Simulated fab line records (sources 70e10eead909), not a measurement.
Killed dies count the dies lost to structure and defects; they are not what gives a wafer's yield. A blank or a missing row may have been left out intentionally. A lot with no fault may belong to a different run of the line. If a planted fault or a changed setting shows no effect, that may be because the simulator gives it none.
fab line records	flow nand_harc
[record] lots = 6	wafers = 18	last_day = 24
route steps=1159 shown A_CHANNEL_HOLE_D1@455 END@1159
lots that met no fault: taken from a fault-free run of the same line
start_h: the number of hours between the record's first day and the start of the first shown wafer of the lot	wait_h: how many hours have passed since the lot's step before this one	" unchanged from the row above	L1.1+2: several wafers, shown together as one row	- no value, or no start was given	* or withheld: withheld	< > ~ a bound
route shown NAME@n: names a module that has steps shown in the file, with the first one's number in the route	usual: mean/standard deviation of fault-free wafers	same: alike in all rows	chamber/n: place in a boat	sites: per-site readings	_std_site: their standard deviation	_edge_site: the outer-site mean with the inner-site mean subtracted	radius_mm: how far each site lies from the wafer's centre	mask NAME#n: copy n	behind: the most recent tool/chamber to have shaped the wafer	hold: why the lot went on hold/how many hours it stayed there/how the hold came to an end	device: transistor that didn't switch, given as n, p or np	end of line: tests of these same wafers at the route's end	for a step that has no rows: nothing shown but its recipe	killed: dies lost to structure and defects at the first sort, not the wafer's yield	map: a wafer's dies, x killed, . not, _ none there
set.NAME: the setting the step ran with; set.NAME@STEP: the setting that earlier step ran with	model.NAME: the simulator's own value behind a step, which no gauge read
lots at some steps of the route; a table a step, a row a wafer
services: a tool's chamber out of use, with start hour (start_h, from the record's first day; less than 0 if before it), hours out, and reason
[[steps]]
[step NHARC_A_CHANNEL_HOLE_D1_COAT_37]
[recipe] temp_c = 225	time_s = 65
[step NHARC_A_CHANNEL_HOLE_D1_COAT_04]
[recipe] spin_rpm = 1500	resist_thk_nm = 90
[step NHARC_A_CHANNEL_HOLE_D1_SOFTBAKE_05]
[recipe] temp_c = 105	time_s = 55
[step NHARC_A_CHANNEL_HOLE_D1_EBR_06]
[step NHARC_A_CHANNEL_HOLE_D1_EXPOSE_07]
[recipe] na = 1.35	target_cd_nm = 100	sigma_outer = 0.3	dose_mj = 59.65	mask_id = HOLE_D1
[step NHARC_A_CHANNEL_HOLE_D1_PEB_08]
[recipe] peb_temp_c = 100	peb_time_s = 65
[step NHARC_A_CHANNEL_HOLE_D1_DEVELOP_09]
[recipe] develop_time_s = 35	dev_temp_c = 23
[step NHARC_A_CHANNEL_HOLE_D1_CD_MEAS_10]
[recipe] target_cd_nm = 100	landing_energy_ev = 500
[usual] cd_nm = 99.8/0.47
lot.wafer	tool	chamber	start_h	wait_h	cd_nm
L211.2	cd_sem-02	0	191.51	-	99.7
L211.5	"	0	"	"	99.8
L211.6	"	0	"	"	99.6
L222.3	cd_sem-03	0	259.89	-	100.2
L222.5	"	0	"	"	100.2
L222.6	"	0	"	"	100.8
L223.1	cd_sem-01	0	266.05	-	100.5
L223.3	"	0	"	"	100.1
L223.6	"	0	"	"	100.2
L224.2	cd_sem-02	0	274.73	-	99.5
L224.4	"	0	"	"	100.3
L224.6	"	0	"	"	99.8
L227.2	cd_sem-01	0	282.96	-	99.3
L227.3	"	0	"	"	99.0
L227.5	"	0	"	"	99.0
L228.3	cd_sem-02	0	298.08	-	99.6
L228.4	"	0	"	"	100.1
L228.6	"	0	"	"	100.4
[step NHARC_A_CHANNEL_HOLE_D1_OVL_MEAS_11]
[usual] overlay_x_nm = -0.1/0.94	overlay_y_nm = 0.2/0.93
lot.wafer	tool	chamber	start_h	wait_h	overlay_x_nm	overlay_y_nm
L211.2	overlay-01	-	191.60	-	1.7	-0.5
L211.5	"	-	"	"	1.6	-0.3
L211.6	"	-	"	"	1.5	-0.8
L222.3	overlay-01	-	259.98	-	-1.8	-1.4
L222.5	"	-	"	"	-1.3	-1.3
L222.6	"	-	"	"	-1.4	-1.3
L223.1	overlay-01	-	266.14	-	-1.4	0.8
L223.3	"	-	"	"	-1.3	0.4
L223.6	"	-	"	"	-0.9	0.3
L224.2	overlay-02	-	274.82	-	-0.3	-0.7
L224.4	"	-	"	"	-0.4	-0.7
L224.6	"	-	"	"	-0.2	-0.8
L227.2	overlay-01	-	283.05	-	1.0	-0.7
L227.3	"	-	"	"	1.1	-0.5
L227.5	"	-	"	"	0.9	0.0
L228.3	overlay-01	-	298.16	-	0.4	-0.2
L228.4	"	-	"	"	0.3	0.1
L228.6	"	-	"	"	0.1	-0.1
[step NHARC_A_CHANNEL_HOLE_D1_INSPECT_12]
[usual] raw_defect_count = 5.7/2.8
lot.wafer	tool	chamber	start_h	wait_h	raw_defect_count
L211.2	defect_inspect-01	-	191.64	0.0	3
L211.5	"	-	"	"	3
L211.6	"	-	"	"	2
L222.3	defect_inspect-02	-	260.03	0.1	5
L222.5	"	-	"	"	5
L222.6	"	-	"	"	3
L223.1	defect_inspect-01	-	266.17	0.0	7
L223.3	"	-	"	"	4
L223.6	"	-	"	"	8
L224.2	defect_inspect-01	-	274.85	0.0	5
L224.4	"	-	"	"	3
L224.6	"	-	"	"	6
L227.2	defect_inspect-01	-	283.08	0.0	4
L227.3	"	-	"	"	5
L227.5	"	-	"	"	4
L228.3	defect_inspect-02	-	298.20	0.0	6
L228.4	"	-	"	"	6
L228.6	"	-	"	"	7
[step NHARC_A_CHANNEL_HOLE_D1_DESCUM_15]
[recipe] time_s = 3	o2_flow_sccm = 200	ar_flow_sccm = 0	bias_power_w = 0	chemistry = O2
[usual] drypump_motor_current_A = 5.7/0.43	oes_product_au = 1.003/0.011	rf_vpp_V = 57.8/0.94	showerhead_plenum_p_Torr = 1.91/0.082	throttle_valve_pct = 11.310/0.0082
[same] bias_power_w = 0
lot.wafer	tool	chamber	start_h	wait_h	drypump_motor_current_A	oes_product_au	rf_hours_counter_h	rf_vpp_V	showerhead_plenum_p_Torr	throttle_valve_pct
L211.2	rie_diel-05	2	191.71	0.1	5.5	1.024	1	57.7	1.93	11.315
L211.6	"	1	"	"	5.6	1.011	-	57.7	1.90	11.317
L211.5	"	2	"	"	5.5	1.016	-	59.4	1.93	11.314
L222.3	rie_diel-05	0	260.10	0.1	5.2	1.018	5	59.4	2.01	11.316
L222.6	"	3	"	"	5.4	1.026	-	56.6	1.92	11.303
L222.5	"	0	"	"	5.2	1.001	-	58.7	2.01	11.314
L223.1	rie_diel-05	0	266.23	0.1	5.2	1.012	6	57.8	2.01	11.315
L223.3	"	1	"	"	5.6	1.020	5	56.4	1.90	11.320
L223.6	"	0	"	"	5.2	1.000	-	58.7	2.01	11.313
L224.2	rie_diel-06	2	274.92	0.1	5.6	0.994	1	56.8	1.82	11.314
L224.4	"	3	"	"	5.0	1.012	2	58.8	1.79	11.316
L224.6	"	2	"	"	5.6	0.984	-	56.8	1.82	11.294
L227.2	rie_diel-07	2	283.14	0.1	6.3	0.996	2	58.5	2.00	11.305
L227.3	"	3	"	"	6.1	0.988	3	56.0	1.86	11.287
L227.5	"	2	"	"	6.3	1.003	-	58.1	2.00	11.307
L228.3	rie_diel-06	2	298.26	0.1	5.6	0.993	4	58.0	1.82	11.313
L228.4	"	0	"	"	5.9	1.020	3	58.8	2.00	11.301
L228.6	"	1	"	"	6.0	0.999	-	56.6	1.78	11.308
[step NHARC_A_CHANNEL_HOLE_D1_ETCH_38]
[recipe] target_depth_a = 390	over_etch_frac = 0.3	time_s = 65	ion_energy_ev = 80	cf4_flow_sccm = 150	ar_flow_sccm = 0	rf_w = 300	bias_w = 100	chemistry = CF4
[usual] drypump_motor_current_A = 5.7/0.45	oes_product_au = 1.001/0.0094	rf_vpp_V = 151.2/1.2	run_length_s = 86.2/0.49	showerhead_plenum_p_Torr = 1.77/0.07	throttle_valve_pct = 13.285/0.0089
lot.wafer	tool	chamber	start_h	wait_h	drypump_motor_current_A	oes_product_au	rf_hours_counter_h	rf_vpp_V	run_length_s	showerhead_plenum_p_Torr	throttle_valve_pct
L211.2	rie_diel-05	0	191.78	0.1	5.2	1.009	0	151.7	85.8	1.85	13.279
L211.6	"	0	"	"	5.2	1.006	-	150.9	85.5	1.85	13.276
L211.5	"	1	"	"	5.6	1.006	-	150.1	86.8	1.75	13.292
L222.3	rie_diel-05	3	260.18	0.1	5.4	1.017	5	151.5	86.9	1.77	13.276
L222.5	"	3	"	"	5.4	1.021	-	150.2	87.2	1.77	13.266
L222.6	"	0	"	"	5.2	1.006	-	151.4	86.1	1.85	13.289
L223.1	rie_diel-05	1	266.32	0.1	5.6	1.014	5	150.3	87.3	1.75	13.287
L223.3	"	2	"	"	5.5	1.007	6	151.7	86.8	1.78	13.288
L223.6	"	1	"	"	5.6	1.007	-	151.6	86.9	1.75	13.273
L224.2	rie_diel-06	3	275.00	0.1	5.0	1.004	2	150.4	85.5	1.66	13.292
L224.4	"	1	"	"	6.0	0.996	2	150.3	85.9	1.65	13.294
L224.6	"	0	"	"	5.9	1.022	-	150.9	86.1	1.84	13.278
L227.3	rie_diel-07	3	283.23	0.1	6.1	1.007	3	151.3	86.5	1.72	13.286
L227.2	"	0	"	"	6.7	0.991	3	151.7	85.8	1.77	13.291
L227.5	"	0	"	"	6.7	0.987	-	149.9	86.4	1.77	13.282
L228.4	rie_diel-06	0	298.34	0.1	5.9	1.010	3	150.3	86.7	1.84	13.286
L228.3	"	1	"	"	6.0	1.001	3	148.9	85.4	1.65	13.270
L228.6	"	1	"	"	6.0	0.993	-	152.0	85.4	1.65	13.280
[step NHARC_A_CHANNEL_HOLE_D1_ETCH_39]
[recipe] target_depth_a = 2600	over_etch_frac = 0.3	time_s = 325	ion_energy_ev = 200	n2_flow_sccm = 150	h2_flow_sccm = 150	ar_flow_sccm = 0	rf_w = 400	bias_w = 150	chemistry = N2/H2
[usual] drypump_motor_current_A = 5.7/0.43	oes_product_au = 1.001/0.011	rf_vpp_V = 430.5/2.7	run_length_s = 346.3/0.5	showerhead_plenum_p_Torr = 2.04/0.09	throttle_valve_pct = 14.171/0.0089
lot.wafer	tool	chamber	start_h	wait_h	drypump_motor_current_A	oes_product_au	rf_hours_counter_h	rf_vpp_V	run_length_s	showerhead_plenum_p_Torr	throttle_valve_pct
L211.2	rie_diel-05	3	191.95	-	5.4	1.002	1	429.9	347.1	2.05	14.183
L211.5	"	0	"	"	5.2	1.020	-	432.8	346.3	2.14	14.173
L211.6	"	1	"	"	5.6	1.007	-	429.9	346.7	2.02	14.175
L222.3	rie_diel-05	3	260.31	-	5.4	1.019	5	431.6	206.0	2.04	14.175
L222.5	"	1	"	"	5.6	0.999	-	431.3	205.6	2.02	14.179
L222.6	"	2	"	"	5.5	1.028	-	431.6	205.1	2.06	14.160
L223.1	rie_diel-05	0	266.46	-	5.2	1.017	6	433.8	204.6	2.14	14.158
L223.3	"	1	"	"	5.6	0.999	5	428.5	205.7	2.02	14.170
L223.6	"	3	"	"	5.4	1.011	-	431.5	205.9	2.04	14.154
L224.4	rie_diel-06	1	275.09	-	6.1	0.989	2	426.3	345.8	1.89	14.182
L224.2	"	0	"	"	5.9	0.995	2	433.3	346.2	2.13	14.164
L224.6	"	1	"	"	6.0	1.001	-	426.4	345.5	1.89	14.175
L227.3	rie_diel-07	2	283.32	-	6.3	0.991	2	433.4	346.5	2.14	14.186
L227.2	"	1	"	"	5.8	0.990	2	433.5	346.1	2.15	14.191
L227.5	"	3	"	"	6.1	0.982	-	430.7	345.8	1.98	14.162
L228.3	rie_diel-06	0	298.43	-	5.9	1.010	4	432.9	346.2	2.13	14.169
L228.4	"	2	"	"	5.7	1.004	4	426.3	345.9	1.94	14.172
L228.6	"	1	"	"	6.0	1.004	-	426.3	345.7	1.89	14.180
[step NHARC_A_CHANNEL_HOLE_D1_ETCH_34]
[recipe] target_depth_a = 1540	time_s = 77	cf4_flow_sccm = 100	chf3_flow_sccm = 30	ar_flow_sccm = 0	rf_w = 500	bias_w = 200	chemistry = CF4/CHF3
[usual] drypump_motor_current_A = 5.7/0.44	oes_product_au = 0.949/0.024	rf_vpp_V = 370.5/2.2	run_length_s = 98.3/0.5	showerhead_plenum_p_Torr = 1.57/0.063	throttle_valve_pct = 16.801/0.0096
lot.wafer	tool	chamber	start_h	wait_h	drypump_motor_current_A	oes_product_au	rf_hours_counter_h	rf_vpp_V	run_length_s	showerhead_plenum_p_Torr	throttle_valve_pct
L211.2	rie_diel-05	1	-	-	5.6	0.969	1	369.6	99.1	1.56	16.806
L211.5	"	0	"	"	5.2	0.978	-	371.7	98.0	1.65	16.792
L211.6	"	1	"	"	5.6	0.972	-	371.2	99.1	1.56	16.788
L222.3	rie_diel-05	1	-	-	5.6	0.922	5	371.5	98.9	1.56	16.812
L222.5	"	1	"	"	5.6	0.932	-	372.4	99.0	1.56	16.809
L222.6	"	2	"	"	5.5	0.929	-	371.1	98.7	1.58	16.809
L223.3	rie_diel-05	0	-	-	5.2	0.923	6	373.2	97.8	1.64	16.814
L223.1	"	3	"	"	5.4	0.938	6	370.0	99.1	1.58	16.798
L223.6	"	0	"	"	5.2	0.938	-	374.2	97.7	1.64	16.786
L224.2	rie_diel-06	2	-	-	5.6	0.916	2	368.9	98.1	1.50	16.815
L224.4	"	3	"	"	5.0	0.926	2	367.5	97.4	1.48	16.801
L224.6	"	2	"	"	5.6	0.921	-	368.6	98.1	1.50	16.790
L227.3	rie_diel-07	3	-	-	6.1	0.951	3	368.5	98.2	1.53	16.807
L227.2	"	1	"	"	5.8	0.980	2	372.1	98.4	1.65	16.807
L227.5	"	3	"	"	6.0	0.949	-	369.8	98.3	1.53	16.811
L228.4	rie_diel-06	0	-	-	5.9	0.976	4	373.1	98.1	1.64	16.787
L228.3	"	3	"	"	5.0	0.980	4	367.9	98.0	1.48	16.790
L228.6	"	1	"	"	6.0	0.969	-	366.2	97.4	1.47	16.792
[step NHARC_END_SORT_01]
[recipe] temp_c = 25
[usual] killed_at_array = 29/13	killed_at_other = 0.7/1	killed_at_periphery = 3.2/2.3	killed_dies = 33/13	killed_open = 3.3/1.7	killed_short = 2.0/1.5
[same] gross_dies = 677
lot.wafer	tool	chamber	start_h	wait_h	hold	killed_at_array	killed_at_other	killed_at_periphery	killed_dies	killed_open	killed_short
L211.2	prober-02	0	447.70	2.8	-	27	1	3	31	3	1
L211.5	prober-02	0	450.08	3.7	-	31	0	5	36	4	2
L211.6	prober-02	0	450.88	4.0	-	27	1	3	31	4	1
L223.1	prober-02	0	529.72	2.5	await_dispo/1.1h/scrap	676	0	1	677	2	1
L223.3	prober-02	0	531.32	3.1	await_dispo/1.1h/scrap	672	1	4	677	3	2
L223.6	prober-02	0	533.72	4.0	await_dispo/1.1h/scrap	673	2	2	677	2	1
L222.3	prober-01	0	531.34	3.1	await_dispo/0.9h/scrap	671	3	3	677	3	2
L222.5	prober-01	0	532.99	3.8	await_dispo/0.9h/scrap	672	3	2	677	2	4
L222.6	prober-01	0	533.81	4.1	await_dispo/0.9h/scrap	671	3	3	677	1	2
L224.2	prober-01	0	549.04	2.8	-	19	1	1	21	2	3
L224.4	prober-01	0	550.65	3.4	-	28	0	1	29	4	1
L224.6	prober-01	0	552.25	4.0	-	29	0	2	31	3	3
L228.3	prober-02	0	566.10	3.1	-	69	2	1	72	3	3
L228.4	prober-02	0	566.90	3.4	-	49	1	4	54	2	3
L228.6	prober-02	0	568.49	4.0	-	60	4	7	71	7	4
L227.2	prober-01	0	573.07	2.8	-	60	0	1	61	5	2
L227.3	prober-01	0	573.88	3.1	-	55	0	5	60	3	2
L227.5	prober-01	0	575.48	3.7	-	55	0	1	56	4	0
// killed by level:class
L211.2 A_CHANNEL_HOLE_D1:chamber_film_flake=12 A_CONTACT:chamber_film_flake=5 A_CONTACT:geometric_particle:open=3 P_GATE:chamber_film_flake=2 A_STAIRCASE:chamber_film_flake=2 A_M0:chamber_film_flake=2 A_WL_FILL:geometric_particle:short=1 P_ZERO_WELL:chamber_film_flake=1
L211.5 A_CHANNEL_HOLE_D1:chamber_film_flake=14 A_CONTACT:chamber_film_flake=6 A_STAIRCASE:chamber_film_flake=6 P_ZERO_WELL:chamber_film_flake=2 A_CHANNEL_FILL_D1:chamber_film_flake=2 P_STI:geometric_particle:open=1 P_GATE:geometric_particle:open=1 P_CONTACT:geometric_particle:short=1
L211.6 A_CHANNEL_HOLE_D1:chamber_film_flake=12 A_CONTACT:chamber_film_flake=5 A_STAIRCASE:chamber_film_flake=4 A_ONON_D1:geometric_particle:open=2 P_GATE:chamber_film_flake=2 A_ONON_D1:geometric_particle:short=1 A_CHANNEL_FILL_D1:geometric_particle:open=1 A_CONTACT:geometric_particle:open=1
L223.1 A_CHANNEL_HOLE_D1:area_etch=631 A_CHANNEL_HOLE_D1:chamber_film_flake=24 A_SLIT:chamber_film_flake=12 A_CONTACT:chamber_film_flake=3 A_SGD_CUT:chamber_film_flake=2 A_SOURCE_PLATE:geometric_particle:short=1 A_BLC:geometric_particle:open=1 A_M0:geometric_particle:open=1
L223.3 A_CHANNEL_HOLE_D1:area_etch=627 A_CHANNEL_HOLE_D1:chamber_film_flake=19 A_SLIT:chamber_film_flake=19 A_CONTACT:chamber_film_flake=3 P_M0:geometric_particle:open=2 A_CHANNEL_FILL_D1:geometric_particle:short=2 P_STI:chamber_film_flake=2 A_CHANNEL_FILL_D1:geometric_particle:open=1
L222.3 A_CHANNEL_HOLE_D1:area_etch=653 A_CHANNEL_HOLE_D1:chamber_film_flake=6 A_STAIRCASE:chamber_film_flake=6 THIN_TSV:chamber_film_flake=3 A_CONTACT:chamber_film_flake=2 P_STI:geometric_particle:open=1 P_M0:geometric_particle:open=1 A_CHANNEL_HOLE_D1:geometric_particle:short=1
L222.5 A_CHANNEL_HOLE_D1:area_etch=659 A_CHANNEL_HOLE_D1:chamber_film_flake=6 THIN_TSV:chamber_film_flake=3 A_WL_FILL:geometric_particle:short=2 P_M1:geometric_particle:short=1 A_ONON_D1:geometric_particle:short=1 A_WL_FILL:geometric_particle:open=1 A_M0:geometric_particle:open=1
L223.6 A_CHANNEL_HOLE_D1:area_etch=637 A_SLIT:chamber_film_flake=16 A_CHANNEL_HOLE_D1:chamber_film_flake=14 A_SGD_CUT:chamber_film_flake=2 A_CONTACT:chamber_film_flake=2 A_CHANNEL_FILL_D1:geometric_particle:open=1 A_CONTACT:geometric_particle:open=1 P_STI:chamber_film_flake=1
L222.6 A_CHANNEL_HOLE_D1:area_etch=661 A_CONTACT:chamber_film_flake=5 A_CHANNEL_HOLE_D1:chamber_film_flake=3 THIN_TSV:chamber_film_flake=3 P_CONTACT:geometric_particle:short=1 P_M2:geometric_particle:short=1 A_CONTACT:geometric_particle:open=1 P_STI:chamber_film_flake=1
L224.2 A_CHANNEL_HOLE_D1:chamber_film_flake=14 A_ONON_D1:geometric_particle:open=1 A_ONON_D1:geometric_particle:short=1 A_BLC:geometric_particle:open=1 A_M1:geometric_particle:short=1 P_STI:chamber_film_flake=1 STARTING-WAFER:geometric_particle:short=1 A_WL_FILL:chamber_film_flake=1
L224.4 A_CHANNEL_HOLE_D1:chamber_film_flake=23 P_M0:geometric_particle:open=1 A_ONON_D1:geometric_particle:open=1 A_CONTACT:geometric_particle:short=1 A_BLC:geometric_particle:open=1 A_M1:geometric_particle:open=1 A_CONTACT:chamber_film_flake=1
L224.6 A_CHANNEL_HOLE_D1:chamber_film_flake=22 A_WL_FILL:geometric_particle:short=2 P_M0:geometric_particle:open=1 A_ONON_D1:geometric_particle:short=1 A_SGD_CUT:geometric_particle:open=1 A_WL_FILL:geometric_particle:open=1 P_STI:chamber_film_flake=1 A_STAIRCASE:chamber_film_flake=1
L228.3 A_CHANNEL_HOLE_D1:chamber_film_flake=28 A_SLIT:chamber_film_flake=25 A_CONTACT:chamber_film_flake=3 A_M1:chamber_film_flake=3 A_M0:geometric_particle:open=2 A_BLC:chamber_film_flake=2 A_STAIRCASE:chamber_film_flake=2 THIN_TSV:chamber_film_flake=2
L228.4 A_CHANNEL_HOLE_D1:chamber_film_flake=20 A_SLIT:chamber_film_flake=17 A_CONTACT:chamber_film_flake=3 A_BLC:chamber_film_flake=3 P_M0:chamber_film_flake=2 A_STAIRCASE:chamber_film_flake=2 P_GATE:geometric_particle:short=1 P_M0:geometric_particle:short=1
L228.6 A_SLIT:chamber_film_flake=23 A_CHANNEL_HOLE_D1:chamber_film_flake=20 A_BLC:chamber_film_flake=4 THIN_TSV:chamber_film_flake=4 A_WL_FILL:geometric_particle:short=3 P_M0:chamber_film_flake=3 A_CONTACT:chamber_film_flake=3 P_CONTACT:geometric_particle:open=2
L227.2 A_CHANNEL_HOLE_D1:chamber_film_flake=22 A_CONTACT:chamber_film_flake=14 A_SLIT:chamber_film_flake=13 A_WL_FILL:geometric_particle:short=2 A_CONTACT:geometric_particle:open=2 A_STAIRCASE:chamber_film_flake=2 A_CHANNEL_HOLE_D1:geometric_particle:open=1 A_M0:geometric_particle:open=1
L227.3 A_SLIT:chamber_film_flake=23 A_CHANNEL_HOLE_D1:chamber_film_flake=13 A_CONTACT:chamber_film_flake=11 P_CONTACT:geometric_particle:short=2 P_GATE:chamber_film_flake=2 A_STAIRCASE:chamber_film_flake=2 A_ONON_D1:geometric_particle:open=1 A_CONTACT:geometric_particle:open=1
L227.5 A_CHANNEL_HOLE_D1:chamber_film_flake=23 A_CONTACT:chamber_film_flake=13 A_SLIT:chamber_film_flake=11 A_M0:geometric_particle:open=2 A_CHANNEL_FILL_D1:geometric_particle:open=1 A_WL_FILL:geometric_particle:open=1 P_GATE:chamber_film_flake=1 A_ZERO_WELL:chamber_film_flake=1
// map L222.3 (x killed, . not)
____________x____________
_________xxxxxxx_________
_______xxxxxxxxxxx_______
______xxxxxxxxxxxxx______
_____xxxxxxxxxxxxxxx_____
____xxxxxxxxxxxxxxxxx____
____xxxxxxxxxxxxxxxxx____
___xxxxxxxxxxxxxxxxxxx___
___xxxxxxxxxxxxxxxxxxx___
__xxxxxxxxxxxxxxxxxxxxx__
__xxxxxxxxxxxxxxxxxxxxx__
_xxxxxxxxxxxxxxxxxxxxxxx_
_xxxxxxxxxxxxxxxxxxxxxxx_
_xxxxxxxxxxxxxxxxxxxxxxx_
_xxxxxxxxxxxxxxxxxxxxxxx_
_xxxxxxxxxxxxxxxxxxxxxxx_
xxxxxxxxxxxxxxxxxxxxxxxxx
xxxxxxxxxxxxxxxxxxxxxxxxx
xxxxxxxxxxxxxxxxxxxxxxxxx
xxxxxxxxxxxxxxxxxxxxxxxxx
xxxxxxxxxxxxxxxxxxxxxxxxx
_xxxxxxxxxxxxxxxxxxxxxxx_
_xxxxxxxxxxxxxxxxxxxxxxx_
_xxxxxxxxxxxxxxxxxxxxxxx_
_xxxxxxxxxxxxxxxxxxxxxxx_
_xxxxxxxxxxxxxxxxxxxxxxx_
__xxxxxxxxxxxxxxxxxxxxx__
__xxxxxxxxxxxxxxxxxxxxx__
___xxxxxxxxxxxxxxxxxxx___
___xxxxxxxxxxxxxxxxxxx___
____xxxxxxxxxxxxxxxxx____
____xxxxxxxxxxxxxxxxx____
_____xxxxxxxxxxxxxxx_____
______xxxxxxxxxxxxx______
_______xxxxxxxxxxx_______
_________xxxxxxx_________
____________x____________
// map L223.1 (x killed, . not)
____________x____________
_________xxxxxxx_________
_______xxxxxxxxxxx_______
______xxxxxxxxxxxxx______
_____xxxxxxxxxxxxxxx_____
____xxxxxxxxxxxxxxxxx____
____xxxxxxxxxxxxxxxxx____
___xxxxxxxxxxxxxxxxxxx___
___xxxxxxxxxxxxxxxxxxx___
__xxxxxxxxxxxxxxxxxxxxx__
__xxxxxxxxxxxxxxxxxxxxx__
_xxxxxxxxxxxxxxxxxxxxxxx_
_xxxxxxxxxxxxxxxxxxxxxxx_
_xxxxxxxxxxxxxxxxxxxxxxx_
_xxxxxxxxxxxxxxxxxxxxxxx_
_xxxxxxxxxxxxxxxxxxxxxxx_
xxxxxxxxxxxxxxxxxxxxxxxxx
xxxxxxxxxxxxxxxxxxxxxxxxx
xxxxxxxxxxxxxxxxxxxxxxxxx
xxxxxxxxxxxxxxxxxxxxxxxxx
xxxxxxxxxxxxxxxxxxxxxxxxx
_xxxxxxxxxxxxxxxxxxxxxxx_
_xxxxxxxxxxxxxxxxxxxxxxx_
_xxxxxxxxxxxxxxxxxxxxxxx_
_xxxxxxxxxxxxxxxxxxxxxxx_
_xxxxxxxxxxxxxxxxxxxxxxx_
__xxxxxxxxxxxxxxxxxxxxx__
__xxxxxxxxxxxxxxxxxxxxx__
___xxxxxxxxxxxxxxxxxxx___
___xxxxxxxxxxxxxxxxxxx___
____xxxxxxxxxxxxxxxxx____
____xxxxxxxxxxxxxxxxx____
_____xxxxxxxxxxxxxxx_____
______xxxxxxxxxxxxx______
_______xxxxxxxxxxx_______
_________xxxxxxx_________
____________x____________
[[services]]
tool	chamber	start_h	hours	kind
rie_diel-05	0	172.74	-	clean
rie_diel-05	1	172.74	-	clean
rie_diel-05	2	172.74	-	clean
rie_diel-05	3	172.74	-	clean
rie_diel-06	3	197.03	5.0	repair
rie_diel-05	0	197.24	-	clean
rie_diel-05	1	197.24	-	clean
rie_diel-05	2	197.24	-	clean
rie_diel-05	3	197.24	-	clean
rie_diel-05	0	221.79	-	clean
rie_diel-05	1	221.79	-	clean
rie_diel-05	2	221.79	-	clean
rie_diel-05	3	221.79	-	clean
rie_diel-07	-	228.20	9.0	pm
rie_diel-06	-	241.20	9.0	pm
rie_diel-05	0	246.31	-	clean
rie_diel-05	1	246.31	-	clean
rie_diel-05	2	246.31	-	clean
rie_diel-05	3	246.31	-	clean
rie_diel-05	0	270.81	-	clean
rie_diel-05	1	270.81	-	clean
rie_diel-05	2	270.81	-	clean
rie_diel-05	3	270.81	-	clean
rie_diel-05	-	282.34	1.2	repair
[[key]]
[first_sign] step = NHARC_A_CHANNEL_HOLE_D1_ETCH_39	reading = run_length_s	direction = down	sigmas = 99+	usual = *	struck = *
[effect] step = NHARC_END_SORT_01	reading = killed_at_array	direction = up	sigmas = 50	usual = 29	struck = 672
[more_kills_born_at] NHARC_A_CHANNEL_HOLE_D1_ETCH_39@rie_diel-05 = 3868
met_at NHARC_A_CHANNEL_HOLE_D1_ETCH_39
struck_wafers L222.3,L222.5,L222.6,L223.1,L223.3,L223.6
later_rows_left_out L222.3,L222.5,L222.6,L223.1,L223.3,L223.6
tester_left_out L222,L223
onset_between 191.95 260.31
[fault] kind = process_parameter_drift	tool = rie_diel-05	chamber = -	onset_h = 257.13	steps = NHARC_A_CHANNEL_HOLE_D1_ETCH_39	channel = time_s	offset = *	shape = step	end_h = 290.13	acts_in = *	stated = *
// tester_left_out: of these lots the tester's yield and bins aren't shown, on N5 and GAA mostly nor the transistor test; their killed dies are dies lost to structure and defects alone, not to doping, threshold or leakage, so they don't give the yield
// later_rows_left_out: the simulator's readings of these wafers behind a module that went badly wrong aren't trusted and aren't shown, but for the sort
